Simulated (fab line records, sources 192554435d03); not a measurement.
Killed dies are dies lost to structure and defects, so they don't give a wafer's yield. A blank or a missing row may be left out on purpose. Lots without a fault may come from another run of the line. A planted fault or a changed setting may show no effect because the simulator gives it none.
fab line records | flow n5_finfet
record lots=9 wafers=27 last_day=18
route steps=1938 shown HKMG_FIN@430 BEOL_M4@1111 PASSIVATION@1936
lots that met no fault: from a run of the same line without faults
start_h: hours from the record's first day to the start of the lot's first wafer shown | wait_h: hours since the lot's step before | " the same as in the row above | L1.1+2: a row that stands for several wafers | - no value, or no start given | * or withheld: withheld | < > ~ a bound
route shown NAME@n: a module of which the file shows steps, and the number in the route of the first | usual: mean/standard deviation of fault-free wafers | same: alike in all rows | chamber/n: place in a boat | sites: the reading at each site | _std_site: their standard deviation | _edge_site: outer sites' mean less inner sites' | radius_mm: how far each site lies from the wafer's centre | mask NAME#n: copy n | behind: the tool/chamber that last shaped the wafer | hold: why the lot was held/for how many hours/how that ended | device: the transistor (n, p or np) that didn't switch | end of line: the same wafers' tests at the end of the route | a step without rows: its recipe alone | killed: dies lost to structure and defects at the first sort, not the wafer's yield | map: a wafer's dies, x killed, . not, _ none there
set.NAME: the setting as run; set.NAME@STEP: as run at that earlier step | model.NAME: the simulator's own value behind a step, which no gauge read
steps of the route over a sample of lots; a table a step, a row a wafer
services: from which hour (start_h, from the record's first day; less than 0 if before it) a tool's chamber was out of use, for how many hours, and why
## steps
# step N5_HKMG_FIN_CD_MEAS_12
# recipe target_cd_nm=92.8 landing_energy_ev=500 detector=se_inlens
# usual cd_nm=92.6/0.48
# columns lot.wafer tool chamber start_h wait_h cd_nm
L444.1 cd_sem-02 0 75.83 - 93.4
L444.4 " 0 " " 92.5
L444.5 " 0 " " 92.2
L446.1 cd_sem-03 0 87.13 - 92.5
L446.2 " 0 " " 92.7
L446.4 " 0 " " 92.3
L447.1 cd_sem-03 0 93.21 - 92.9
L447.2 " 0 " " 93.4
L447.5 " 0 " " 92.6
L452.2 cd_sem-01 0 127.11 - 91.9
L452.4 " 0 " " 92.2
L452.6 " 0 " " 92.7
L454.2 cd_sem-01 0 139.36 - 92.4
L454.4 " 0 " " 92.3
L454.5 " 0 " " 92.6
L457.1 cd_sem-02 0 155.18 - 92.8
L457.3 " 0 " " 92.8
L457.6 " 0 " " 92.9
L458.1 cd_sem-01 0 162.98 - 92.3
L458.4 " 0 " " 92.7
L458.6 " 0 " " 92.2
L466.1 cd_sem-01 0 216.40 - 92.8
L466.4 " 0 " " 92.8
L466.5 " 0 " " 91.9
L467.1 cd_sem-02 0 219.74 - 92.2
L467.3 " 0 " " 93.7
L467.5 " 0 " " 92.8
# step N5_HKMG_FIN_ETCH_86
# recipe chemistry=N2/H2 target=SOC target_depth_a=3932 stop_on=TiN ion_energy_ev=100 bias_w=61 pressure_mtorr=30 source_w=850 n2_flow_sccm=200 h2_flow_sccm=200
# usual drypump_motor_current_A=5.6/0.42 oes_product_au=0.80/0.086 rf_vpp_V=240.7/1.3 showerhead_plenum_p_Torr=2.55/0.086 throttle_valve_pct=17.83/0.26
# columns lot.wafer tool chamber start_h wait_h drypump_motor_current_A oes_product_au rf_hours_counter_h rf_vpp_V showerhead_plenum_p_Torr throttle_valve_pct
L444.1 rie_diel-01 1 77.28 - 5.6 0.71 189 240.7 2.52 17.89
L444.4 " 3 " " 5.4 0.84 62 240.0 2.47 17.47
L444.5 " 3 " " 5.4 0.84 - 239.9 2.47 17.47
L446.1 rie_diel-05 0 88.53 - 5.5 0.93 7 241.0 2.49 17.48
L446.2 " 1 " " 6.1 0.67 249 241.8 2.60 17.92
L446.4 " 0 " " 5.5 0.94 - 238.9 2.49 17.48
L447.1 rie_diel-06 0 95.02 - 4.8 0.87 37 243.7 2.69 17.78
L447.2 " 1 " " 6.3 0.91 14 242.0 2.72 17.86
L447.5 " 0 " " 4.8 0.88 - 243.3 2.69 17.79
L452.2 rie_diel-01 3 128.55 - 5.4 0.82 79 241.0 2.47 17.50
L452.4 " 2 " " 5.3 0.78 99 240.6 2.46 17.71
L452.6 " 1 " " 5.7 0.70 - 240.2 2.51 17.94
L454.2 rie_diel-01 2 140.98 - 5.3 0.78 102 238.9 2.46 17.71
L454.4 " 0 " " 6.2 0.70 213 240.9 2.53 18.22
L454.5 " 2 " " 5.3 0.78 - 239.9 2.46 17.71
L457.1 rie_diel-01 3 156.59 - 5.3 0.82 90 239.5 2.46 17.52
L457.3 " 0 " " 6.2 0.70 218 239.7 2.52 18.24
L457.6 " 1 " " 5.7 0.70 - 240.5 2.51 17.93
L458.1 rie_diel-01 0 164.39 - 6.2 0.69 220 240.1 2.52 18.23
L458.4 " 3 " " 5.4 0.80 92 240.4 2.46 17.51
L458.6 " 0 " " 6.2 0.69 - 240.0 2.52 18.25
L466.1 rie_diel-05 2 217.84 - 5.7 0.83 82 240.1 2.46 17.99
L466.4 " 3 " " 4.9 0.85 41 241.4 2.70 17.54
L466.5 " 0 " " 5.5 0.84 - 238.9 2.47 17.56
L467.1 rie_diel-01 3 221.16 - 5.3 0.79 111 240.4 2.45 17.54
L467.3 " 1 " " 5.7 0.68 240 239.3 2.50 17.97
L467.5 " 2 " " 5.2 0.75 - 239.2 2.44 17.76
# step N5_HKMG_FIN_ALD_71
# recipe material=TiN target_thk_a=10 temp_c=400 ald_precursor_family=TiCl4 ald_co_reactant=NH3 pulse_time_s=1 purge_time_s=3 co_reactant_purge_time_s=2 co_reactant_pulse_time_s=2 ald_cycles=47 pressure_torr=3
# usual ald_cycles=47/0 chamber_pressure_Torr=3.000/0.0066 heater_power_w=856/70 precursor_pulse_height_rel=1.000/0.021
# columns lot.wafer tool chamber start_h wait_h ald_cycles chamber_pressure_Torr heater_power_w precursor_pulse_height_rel
L444.1 ald_metal-02 0 78.01 0.0 47 3.001 711 1.055
L444.4 " 3 " " 47 3.011 735 1.004
L444.5 " 2 " " 47 2.991 897 0.976
L446.1 ald_metal-04 3 89.27 0.0 47 3.010 878 1.005
L446.2 " 1 " " 47 2.997 895 1.037
L446.4 " 0 " " 47 3.011 886 0.998
L447.1 ald_metal-02 3 95.75 0.0 47 3.007 755 1.011
L447.2 " 0 " " 47 3.004 724 0.976
L447.5 " 2 " " 47 3.000 901 1.020
L452.2 ald_metal-03 3 129.29 0.0 47 2.999 762 1.018
L452.4 " 2 " " 47 2.996 847 1.004
L452.6 " 0 " " 47 3.012 904 0.987
L454.2 ald_metal-02 0 141.79 0.0 47 2.995 725 1.009
L454.4 " 1 " " 47 3.011 951 0.981
L454.5 " 3 " " 47 2.996 766 0.990
L457.1 ald_metal-02 0 157.32 0.0 - - - -
L457.3 " 1 " " - - - -
L457.6 " 3 " " - - - -
L458.1 ald_metal-03 3 165.12 0.0 - - - -
L458.4 " 2 " " - - - -
L458.6 " 2 " " - - - -
L466.1 ald_metal-04 3 218.57 0.0 47 2.993 917 0.964
L466.4 " 0 " " 47 3.009 884 0.994
L466.5 " 2 " " 47 2.999 925 0.995
L467.1 ald_metal-02 0 221.89 0.0 47 3.008 736 0.975
L467.3 " 2 " " 47 2.991 916 1.032
L467.5 " 1 " " 47 3.002 931 0.974
# step N5_HKMG_FIN_STRIP_69
# recipe chemistry=N2/H2 power_w=2500 temp_c=300 h2_frac=0.65 time_s=360 pressure_mtorr=withheld n2_flow_sccm=1750 h2_flow_sccm=3250
# usual drypump_motor_current_A=5.5/0.48 heater_power_w=448/87 temp_c=300.01/0.2
# columns lot.wafer tool chamber start_h wait_h drypump_motor_current_A heater_power_w rf_hours_counter_h temp_c
L444.1 plasma_asher-02 0 78.71 0.1 5.7 520 85 299.99
L444.4 " 0 " " 5.7 519 - 300.41
L444.5 " 0 " " 5.7 522 - 299.86
L446.1 plasma_asher-02 0 89.98 0.1 5.7 517 87 300.05
L446.2 " 1 " " 6.0 322 87 299.86
L446.4 " 1 " " 6.0 320 - 299.99
L447.1 plasma_asher-01 1 96.45 0.1 4.7 527 41 300.18
L447.2 " 0 " " 5.1 464 41 300.02
L447.5 " 0 " " 5.1 443 - 299.66
L452.2 plasma_asher-02 0 130.17 0.3 5.7 517 92 300.12
L452.4 " 0 " " 5.7 535 - 299.91
L452.6 " 0 " " 5.7 538 - 300.30
L454.2 plasma_asher-02 0 142.49 0.1 5.7 526 97 299.81
L454.4 " 0 " " 5.7 520 - 300.02
L454.5 " 1 " " 6.0 320 - 299.86
L457.1 plasma_asher-02 0 158.02 0.1 5.7 523 104 300.22
L457.3 " 0 " " 5.7 504 - 300.18
L457.6 " 0 " " 5.7 523 - 299.86
L458.1 plasma_asher-01 0 165.82 0.1 5.1 456 49 299.95
L458.4 " 1 " " 4.7 515 - 299.68
L458.6 " 0 " " 5.1 459 - 300.20
L466.1 plasma_asher-01 0 219.44 0.1 5.1 450 59 300.05
L466.4 " 0 " " 5.1 449 - 299.85
L466.5 " 0 " " 5.1 451 - 299.61
L467.1 plasma_asher-01 1 222.59 0.1 4.7 525 61 299.78
L467.3 " 1 " " 4.7 519 - 299.75
L467.5 " 1 " " 4.7 519 - 299.92
# step N5_BEOL_M4_RC_MEAS_101
# usual DIBL_N=35.7/1.3 DIBL_P=35.4/1.8 IOFF_N=0.152/0.027 IOFF_N_85C=3.0/0.44 IOFF_N_LIN=0.071/0.01 IOFF_N_LONG=5.5e-05/3.5e-06 IOFF_P=0.20/0.034 IOFF_P_85C=3.5/0.49 IOFF_P_LIN=0.097/0.013 IOFF_P_LONG=0.000104/1e-05 ION_N=672/9.8 ION_P=461/7.5 SS_N=71.4/0.55 SS_P=73.1/0.61 VT_N=251/3.3 VT_N_LONG=275.3/2.4 VT_N_LVT=100/3.2 VT_P=-251/3.6 VT_P_LONG=-276/3.4 VT_P_LVT=-100/3.2
# columns lot.wafer tool chamber start_h wait_h DIBL_N[mV/V] DIBL_P[mV/V] IOFF_N[nA/um] IOFF_N_85C[nA/um] IOFF_N_LIN[nA/um] IOFF_N_LONG[nA/um] IOFF_P[nA/um] IOFF_P_85C[nA/um] IOFF_P_LIN[nA/um] IOFF_P_LONG[nA/um] ION_N[uA/um] ION_P[uA/um] SS_N[mV/dec] SS_P[mV/dec] VT_N[mV] VT_N_LONG[mV] VT_N_LVT[mV] VT_P[mV] VT_P_LONG[mV] VT_P_LVT[mV]
L444.1 prober-02 0 162.74 0.0 37.2 39.2 0.199 3.8 0.090 5.8e-05 0.27 4.4 0.120 0.000114 681 469 72.2 74.2 247 274.4 94 -244 -271 -95
L444.4 " 0 " " 35.0 38.2 0.160 3.1 0.077 5.8e-05 0.24 4.1 0.114 0.000114 672 465 71.1 73.9 248 272.4 97 -246 -272 -95
L444.5 " 0 " " 35.2 36.6 0.161 3.1 0.078 5.8e-05 0.22 3.8 0.107 0.00011 684 467 71.0 73.7 248 272.4 96 -247 -273 -96
L446.1 prober-01 0 179.12 0.0 38.6 38.5 0.217 4.1 0.094 5.6e-05 0.30 4.8 0.126 0.000117 674 468 72.4 74.4 248 274.6 98 -244 -269 -97
L446.2 " 0 " " 34.7 32.9 0.139 2.8 0.067 5.7e-05 0.21 3.6 0.099 0.000116 671 463 71.0 72.9 251 276.2 103 -249 -273 -101
L446.4 " 0 " " 34.8 34.2 0.144 2.9 0.069 5.5e-05 0.22 3.9 0.106 0.000116 673 460 71.6 73.5 251 276.3 102 -248 -271 -100
L447.1 prober-02 0 181.19 0.0 34.3 36.0 0.149 3.0 0.069 5.5e-05 0.18 3.3 0.085 9.8e-05 676 457 70.9 72.8 252 275.8 99 -255 -275 -102
L447.2 " 0 " " 34.6 34.9 0.144 2.9 0.066 5.5e-05 0.17 3.0 0.081 9.4e-05 664 455 71.6 72.0 254 275.1 100 -253 -279 -103
L447.5 " 0 " " 33.5 35.0 0.146 2.9 0.068 5.5e-05 0.17 3.2 0.085 9.6e-05 670 459 70.7 73.0 251 272.8 98 -252 -278 -101
L452.2 prober-02 0 218.47 0.6 33.7 32.3 0.114 2.3 0.055 5.1e-05 0.16 3.0 0.081 9.9e-05 666 458 70.7 72.2 256 278.4 105 -253 -277 -104
L452.4 " 0 " " 35.1 34.0 0.131 2.6 0.061 5.1e-05 0.19 3.4 0.092 0.000101 674 463 71.6 72.7 255 276.7 104 -253 -279 -102
L452.6 " 0 " " 33.6 32.7 0.112 2.3 0.055 5.1e-05 0.17 3.1 0.084 0.000105 666 467 72.0 72.5 255 275.8 106 -255 -277 -103
L454.2 prober-02 0 227.33 0.2 37.7 38.4 0.186 3.5 0.084 5.5e-05 0.26 4.4 0.117 0.000114 680 466 72.5 74.4 250 272.6 95 -245 -274 -94
L454.4 " 0 " " 35.7 35.6 0.148 2.9 0.069 5.7e-05 0.22 3.9 0.106 0.000113 662 463 71.3 73.1 250 274.3 99 -248 -273 -95
L454.5 " 0 " " 34.8 34.8 0.139 2.8 0.067 5.6e-05 0.21 3.8 0.104 0.000114 677 465 70.7 73.3 250 275.2 97 -248 -273 -96
L457.1 prober-02 0 241.33 0.2 34.1 33.8 0.021 0.6 0.010 2.2e-05 0.26 4.2 0.126 0.000141 552 469 71.3 72.5 302 328.6 157 -240 -265 -94
L457.3 " 0 " " 35.7 35.6 0.025 0.7 0.012 2.3e-05 0.29 4.7 0.137 0.00014 566 473 72.0 72.6 302 328.4 152 -242 -264 -92
L457.6 " 0 " " 36.3 36.0 0.026 0.7 0.012 2.3e-05 0.30 4.8 0.142 0.000142 556 472 71.7 73.2 302 327.4 152 -241 -260 -92
L458.1 prober-01 0 260.59 0.0 36.5 35.6 0.028 0.7 0.012 2.6e-05 0.33 5.3 0.155 0.000161 562 480 71.5 73.4 301 321.2 150 -239 -260 -88
L458.4 " 0 " " 36.3 37.1 0.029 0.8 0.014 2.5e-05 0.37 5.7 0.168 0.00016 562 484 71.2 72.8 299 326.0 147 -234 -259 -87
L458.6 " 0 " " 35.8 35.7 0.027 0.7 0.012 2.5e-05 0.32 5.1 0.151 0.000157 557 480 71.9 72.5 299 322.0 149 -236 -259 -88
L466.1 prober-01 0 308.16 0.0 34.3 34.6 0.123 2.5 0.060 5.2e-05 0.18 3.1 0.087 0.000101 663 458 71.2 72.0 253 276.1 104 -252 -276 -101
L466.4 " 0 " " 36.4 36.6 0.150 2.9 0.070 5.2e-05 0.20 3.5 0.094 0.000105 673 464 71.5 73.5 250 272.7 101 -250 -280 -101
L466.5 " 0 " " 35.3 35.2 0.124 2.5 0.059 5.2e-05 0.17 3.1 0.083 9.7e-05 667 456 71.2 72.7 253 276.6 103 -251 -279 -103
L467.1 prober-02 0 318.48 0.0 34.8 33.5 0.121 2.5 0.058 5.4e-05 0.19 3.2 0.092 0.000106 674 459 70.5 73.0 254 278.0 103 -252 -272 -101
L467.3 " 0 " " 33.8 32.4 0.104 2.2 0.051 5.3e-05 0.17 3.0 0.088 0.000109 653 457 70.8 72.3 259 274.5 105 -253 -274 -101
L467.5 " 0 " " 35.4 34.7 0.132 2.7 0.063 5.3e-05 0.20 3.5 0.098 0.000109 668 467 71.3 73.0 252 277.6 103 -249 -270 -101
# step N5_PASSIVATION_PROBE_49
# usual defect_limited_yield=91.5/1.3 killed_at_M0_to_M3=33/11 killed_at_M4_up=14/5.3 killed_at_contacts=11/6.3 killed_at_front_end=38/10 killed_at_other=3.7/2.8 killed_dies=101/16 killed_open=67/12 killed_short=32/7.4 sort_bin_5_function=5.0/0.86 sort_bin_6_memory=3.2/0.69 sort_bin_8_speed=0.00/0.007 sort_n_pass=1079/16 sort_yield_pct=91.5/1.3
# same gross_dies=1180 killed_at_back_side=0 sort_bin_4_leakage[%]=0
# columns lot.wafer tool chamber start_h wait_h defect_limited_yield[%] killed_at_M0_to_M3 killed_at_M4_up killed_at_contacts killed_at_front_end killed_at_other killed_dies killed_open killed_short sort_bin_5_function[%] sort_bin_6_memory[%] sort_bin_8_speed[%] sort_n_pass sort_yield_pct[%]
L457.1 prober-02 - 350.45 0.0 91.9 27 12 4 49 4 96 57 38 5.0 2.7 91.86 0 0
L457.3 prober-02 - 350.55 0.1 93.8 31 11 1 24 6 73 44 28 4.0 2.2 93.81 0 0
L457.6 prober-02 - 350.70 0.3 92.6 25 18 5 36 3 87 55 31 4.3 2.9 92.63 0 0
L458.1 prober-01 - 364.95 0.0 91.4 34 30 6 27 4 101 75 23 4.8 3.6 91.44 0 0
L458.4 prober-01 - 365.10 0.2 92.1 26 15 7 32 13 93 55 37 4.9 2.7 92.12 0 0
L458.6 prober-01 - 365.20 0.3 91.9 21 8 14 38 15 96 64 32 4.2 3.6 91.86 0 0
# killed by level:class
L457.1 FIN_SAQP:geometric_particle:short=14 BEOL_M3:geometric_particle:open=11 STI_FIN_REVEAL:geometric_particle:open=8 GATE_CUT:geometric_particle:short=8 BEOL_M0_SAQP:geometric_particle:open=5 FIN_SAQP:geometric_particle:open=4 MOL_CONTACT_COAG:geometric_particle:open=4 BEOL_M4:geometric_particle:open=4
L457.3 BEOL_M1:geometric_particle:open=10 BEOL_M0_SAQP:geometric_particle:open=8 DUMMY_GATE:geometric_particle:open=7 BEOL_M4:geometric_particle:open=6 FIN_SAQP:geometric_particle:short=5 BEOL_M3:geometric_particle:open=5 PAD_METAL:geometric_particle:short=4 BEOL_M1:geometric_particle:short=3
L457.6 BEOL_M4:geometric_particle:open=11 FIN_SAQP:geometric_particle:short=8 BEOL_M2:geometric_particle:open=8 GATE_CUT:geometric_particle:short=7 FIN_SAQP:geometric_particle:open=5 DUMMY_GATE:geometric_particle:open=5 MOL_CONTACT_COAG:geometric_particle:open=5 BEOL_M0_SAQP:geometric_particle:open=5
L458.1 BEOL_M4:geometric_particle:open=20 BEOL_M3:geometric_particle:open=9 MOL_CONTACT_COAG:geometric_particle:open=6 BEOL_M0:geometric_particle:open=6 STI_FIN_REVEAL:geometric_particle:open=4 FIN_SAQP:geometric_particle:open=3 FIN_SAQP:geometric_particle:short=3 DUMMY_GATE:geometric_particle:open=3
L458.4 BEOL_M1:geometric_particle:open=7 BEOL_M3:geometric_particle:open=7 MIM_BOT:geometric_particle:short=7 DUMMY_GATE:geometric_particle:open=6 GATE_CUT:geometric_particle:open=5 FIN_SAQP:geometric_particle:short=4 MOL_CONTACT_COAG:geometric_particle:open=4 BEOL_M4:geometric_particle:open=4
L458.6 MOL_CONTACT_COAG:geometric_particle:open=8 BEOL_M2:geometric_particle:open=8 MIM_BOT:geometric_particle:open=7 MOL_CONTACT_COAG:geometric_particle:short=6 STI_FIN_REVEAL:geometric_particle:open=5 GATE_CUT:geometric_particle:open=5 FIN_SAQP:geometric_particle:open=4 DUMMY_GATE:geometric_particle:open=4
## services
# columns tool chamber start_h hours kind
rie_diel-05 0 54.38 - clean
rie_diel-05 0 54.38 - consumable_replace:focus_ring
rie_diel-05 0 54.38 18.2 scheduled_down
rie_diel-05 0 54.38 18.2 vent_cycle
rie_diel-05 3 77.97 4.6 repair
rie_diel-05 3 82.67 - clean
rie_diel-05 3 82.67 - consumable_replace:focus_ring
rie_diel-05 3 82.67 - consumable_replace:showerhead
rie_diel-05 3 82.67 23.6 scheduled_down
rie_diel-05 3 82.67 23.6 vent_cycle
ald_metal-03 - 93.43 5.8 repair
plasma_asher-02 - 97.39 8.7 pm
rie_diel-05 1 106.24 - clean
rie_diel-05 1 106.24 - consumable_replace:focus_ring
rie_diel-05 1 106.24 21.1 scheduled_down
rie_diel-05 1 106.24 21.1 vent_cycle
plasma_asher-02 - 111.70 0.6 repair
rie_diel-06 0 149.96 9.6 repair
rie_diel-06 - 186.01 2.8 pm
ald_metal-03 3 188.01 4.7 repair
rie_diel-06 2 193.07 5.0 repair
ald_metal-02 - 211.10 0.3 repair
rie_diel-06 3 217.63 - clean
ald_metal-02 3 220.56 8.6 repair
## key
first_sign step=N5_HKMG_FIN_ALD_71 reading=tool_record direction=missing
effect step=N5_BEOL_M4_RC_MEAS_101 reading=VT_N_LONG direction=up sigmas=21 usual=275.3 struck=325.6
effect step=N5_BEOL_M4_RC_MEAS_101 reading=VT_N_LVT direction=up sigmas=16 usual=100 struck=151
effect step=N5_BEOL_M4_RC_MEAS_101 reading=VT_N direction=up sigmas=15 usual=251 struck=301
effect step=N5_BEOL_M4_RC_MEAS_101 reading=ION_N direction=down sigmas=12 usual=672 struck=559
effect step=N5_BEOL_M4_RC_MEAS_101 reading=IOFF_N_LONG direction=down sigmas=8.9 usual=5.5e-05 struck=2.4e-05
effect step=N5_BEOL_M4_RC_MEAS_101 reading=IOFF_N_LIN direction=down sigmas=5.7 usual=0.071 struck=0.012
effect step=N5_BEOL_M4_RC_MEAS_101 reading=IOFF_N_85C direction=down sigmas=5.2 usual=3.0 struck=0.7
effect step=N5_BEOL_M4_RC_MEAS_101 reading=IOFF_N direction=down sigmas=4.7 usual=0.152 struck=0.026
effect step=N5_BEOL_M4_RC_MEAS_101 reading=IOFF_P_LONG direction=up sigmas=4.6 usual=0.000104 struck=0.00015
effect step=N5_BEOL_M4_RC_MEAS_101 reading=VT_P_LONG direction=up sigmas=4.2 usual=-276 struck=-261
effect step=N5_BEOL_M4_RC_MEAS_101 reading=IOFF_P_LIN direction=up sigmas=3.8 usual=0.097 struck=0.147
effect step=N5_BEOL_M4_RC_MEAS_101 reading=VT_P direction=up sigmas=3.3 usual=-251 struck=-239
effect step=N5_PASSIVATION_PROBE_49 reading=sort_bin_8_speed direction=up sigmas=99+ usual=0.00 struck=92.29
met_at N5_HKMG_FIN_ALD_71
struck_lots L457,L458
not_acting_at N5_HKMG_FIN_CD_MEAS_12,N5_HKMG_FIN_ETCH_86,N5_HKMG_FIN_STRIP_69
onset_between 141.79 157.32
fault kind=skipped_step_whole tool=ald_metal-02,ald_metal-03 chamber=- onset_h=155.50 steps=N5_HKMG_FIN_ALD_71 scope=struck_lots_only
